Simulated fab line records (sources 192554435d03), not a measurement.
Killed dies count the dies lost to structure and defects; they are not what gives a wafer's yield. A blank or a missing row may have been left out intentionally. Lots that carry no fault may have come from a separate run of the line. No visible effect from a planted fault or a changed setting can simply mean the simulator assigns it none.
Matching of chambers    flow n5 finfet    N5_BEOL_M6_STRIP_67 on rie diel-02: 4 sister chambers
The step strips in CF4. 4 wafers are shown with their chamber, then 8 later ones without.

## WAFERS PAIRED WITH THEIR CHAMBERS
wafer   chamber  throttle valve pct (%)
L084.6  1        13.18
L086.3  3        13.78
L086.5  0        13.71
L091.1  2        13.19

## WAFERS WITH NO CHAMBER GIVEN
wafer   throttle valve pct (%)
L091.3  13.74
L091.6  13.23
L095.4  13.21
L095.5  13.23
L095.6  13.74
L096.1  13.84
L096.3  13.24
L096.5  13.25

## EACH ONE'S CHAMBER
wafer   from the rows above      in truth
L091.3  can't be placed: 0 or 3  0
L091.6  can't be placed: 2 or 1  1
L095.4  can't be placed: 2 or 1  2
L095.5  can't be placed: 2 or 1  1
L095.6  can't be placed: 0 or 3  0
L096.1  can't be placed: 3 or 0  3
L096.3  can't be placed: 2 or 1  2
L096.5  can't be placed: 2 or 1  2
Correct placement for 0 of the 8. From these rows, 8 cannot be placed; in 8 the true chamber is one of the candidates. Placed wrongly: 0.
How it was worked out, from the rows above alone: a wafer's distance from a chamber is the root of the sum, over the readings, of the square of ((its reading less the chamber's mean) divided by the reading's scatter). If the next closest chamber is less than 2 further off than the closest, the wafer can't be placed; otherwise it belongs to the closest. The mean given for a chamber averages the wafers shown for that chamber. The scatter: root of mean squared gap, hidden wafer to nearest shown wafer, with one shown wafer a chamber.
